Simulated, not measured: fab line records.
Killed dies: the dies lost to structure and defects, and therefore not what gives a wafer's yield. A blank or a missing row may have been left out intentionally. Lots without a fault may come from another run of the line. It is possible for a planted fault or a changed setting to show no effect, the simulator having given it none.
Comparing a struck lot with a sound one :: flow n5Finfet :: 38 steps out of a route of 1938
Sound: the wafers L786.3, L786.5, L786.6. Struck: wafers L784.1, L784.5 (left out: L784.2, a lot-mate that was not struck); the cause follows at the end.
Each step with rows lists, per side, the tool, then ch with its chambers, then its first start. Under that, the readings that differ: sound wafers :: struck wafers :: difference of the means :: sigmas: that difference in standard deviations of wafers without a fault.
alike: readings whose means differ by less than 2 such deviations, and words and numbers that are the same on both sides. not compared: withheld readings, readings that some wafer has no value for, bounds like >300 that may hide the same value, and numbers for which the record gives no deviation and whose values overlap.
The two part at a step that has a row with sigmas, a row that says differs or no value, or rows on one side only. Numbers that don't overlap but have no deviation are shown without sigmas and don't part them. Lack of a reading on every wafer of one side parts them only where that side has two or more wafers.

first, 9 steps without rows for these wafers: N5_BEOL_M0_ANNEAL_135 (time 60 s); N5_BEOL_M0_SPUTTER_141 (material Cu, target thk 4 nm, time 7.37 s); N5_BEOL_M0_ECD_118 (material Cu, target thk 300 nm); N5_BEOL_M0_ANNEAL_119 (time 90 s); N5_BEOL_M0_CMP_120 (polishes, stops on SiOC, t overpolish 6.9 s); N5_BEOL_M0_PRE_CLEAN_131 (time 15 s); N5_BEOL_M0_CO_CAP_123 (material Co, precursor CCTBA/H2, target thk 2 nm, time 102.1 s); N5_BEOL_M0_PRE_CLEAN_124 (time 15 s); N5_BEOL_M0_DEP_125 (deposits SiCN from 3MS/NH3, target thk 8 nm, time 14 s).
N5_BEOL_M1_ILD_DEP_00: deposits SiOC from DEMS/O2, target thk 79 nm, time 15.3 s.
  sound on pecvd-02 ch 0,1,2, day 11 13:28; struck on pecvd-03 ch 0, day 11 01:01
reading: susceptorTempC (C)
sound: 349.88 349.92 350.17
struck: - -
difference: no value on the struck wafers
sigmas: 

reading: model.SiOC_of_BEOL_M1_ILD_DEP_00.thkNm (nm)
sound: 78 78.4 79.8
struck: 26.6 26.6
difference: -52.1
sigmas: 
  alike: heaterPowerW, showerheadPlenumPTorr, throttleValvePct
N5_BEOL_M1_THK_MEAS_01:
  sound: filmMetro-02 at day 11 13:32; struck: filmMetro-01 at day 11 01:05
reading: M1_ILD_THK (nm)
sound: 78.0 78.5 79.8
struck: 26.6 26.6
difference: -52.2
sigmas: -47
then, 24 steps without rows for these wafers: N5_BEOL_M1_PECVD_72 (deposits SiO2 from TEOS/O2, target thk 16 nm, time 18 s); N5_BEOL_M1_HM_DEP_02 (deposits TiN, target thk 20 nm); N5_BEOL_M1_COAT_61 (time 60 s, resist thk 60 nm); N5_BEOL_M1_COAT_62 (time 60 s, resist thk 12 nm); N5_BEOL_M1_COAT_73 (time 60 s, resist thk 5 nm); N5_BEOL_M1_COAT_05 (resist thk 30 nm); N5_BEOL_M1_EBR_07; N5_BEOL_M1_SOFTBAKE_06 (time 60 s); N5_BEOL_M1_EXPOSE_08 (exposes mask M1); N5_BEOL_M1_PEB_09 (peb time 60 s); N5_BEOL_M1_DEVELOP_10 (develop time 30 s); N5_BEOL_M1_DESCUM_16 (chemistry O2, time 7 s); N5_BEOL_M1_ETCH_74 (etches underlayer in N2/H2, target depth 6.5 nm, time 5.2 s); N5_BEOL_M1_ETCH_63 (etches SiARC in CF4, target depth 15.6 nm, time 26 s); N5_BEOL_M1_ETCH_64 (etches SOC in N2/H2, target depth 75 nm, overetch 15 nm, time 112.5 s); N5_BEOL_M1_STRIP_65 (strips in N2/H2); N5_BEOL_M1_STRIP_75 (strips in N2/H2); N5_BEOL_M1_STRIP_66 (strips in CF4); N5_BEOL_M1_HM_OPEN_17 (chemistry Cl2/BCl3, target TiN, target depth 20 nm, overetch 6 nm); N5_BEOL_M1_STRIP_19 (strips in O2); N5_BEOL_M1_COAT_67 (time 60 s, resist thk 60 nm); N5_BEOL_M1_COAT_68 (time 60 s, resist thk 12 nm); N5_BEOL_M1_COAT_76 (time 60 s, resist thk 5 nm); N5_BEOL_M1_COAT_22 (resist thk 30 nm).
N5_BEOL_M1_CMP_52: polishes, stops on SiOC, t overpolish 6.8 s, target thk 40 nm.
  sound on cmp-04 ch 0,2,3, day 12 13:07; struck on cmp-02 ch 2, day 11 10:01
reading: motorCurrentA (A)
sound: 6.1 7.7 7.2
struck: 4.9 5.1
difference: -2.0
sigmas: -2

reading: model.SiOC_of_BEOL_M1_ILD_DEP_00.thkNm (nm)
sound: 77 77.4 78.8
struck: 25.6 25.6
difference: -52.1
sigmas: 

reading: model.Cu_of_BEOL_M1_ECD_50.thkNm (nm)
sound: 40.6 41.8 40.4
struck: 0.4 0
difference: -40.7
sigmas: 
  alike: headPressurePsi
N5_BEOL_M4_RC_MEAS_101:
  the record has rows for the sound wafers here (prober-02 ch 0, day 14 08:01) and none for the struck ones
-- record jumps: 6 days separate the struck wafers' starts on either side; left off in module BEOL_M4, taken up again in module PASSIVATION, whose first shown step is the route's number 1936 --
N5_PASSIVATION_PROBE_49:
  sound: prober-02 at day 19 07:12; struck: prober-02 at day 17 20:22
reading: defectLimitedYield (%)
sound: 91.4 91.5 91.8
struck: 0 0
difference: -92
sigmas: -70

reading: killed_at_M0_to_M3
sound: 32 34 27
struck: 1124 1100
difference: +1081
sigmas: +99 or more

reading: killedDies
sound: 102 100 97
struck: 1180 1180
difference: +1080
sigmas: +72

reading: killedOnRim
sound: 14 14 14
struck: 152 152
difference: +138
sigmas: +32

reading: sortNPass
sound: 1078 1070 1083
struck: 0 0
difference: -1077
sigmas: -67

reading: sortYieldPct (%)
sound: 91.4 90.7 91.8
struck: 0 0
difference: -91
sigmas: -65
  alike: killed_at_M4_up, killedAtContacts, killedAtFrontEnd, killedAtOther, killedOpen, killedShort, sort_bin_4_leakage, sort_bin_5_function, sort_bin_6_memory

## WHERE THEY PART
First at N5_BEOL_M1_ILD_DEP_00; last, within this record, at N5_PASSIVATION_PROBE_49.

WHY: the cause the simulator had injected
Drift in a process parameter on pecvd-03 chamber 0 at N5_BEOL_M1_ILD_DEP_00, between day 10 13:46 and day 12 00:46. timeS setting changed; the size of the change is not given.
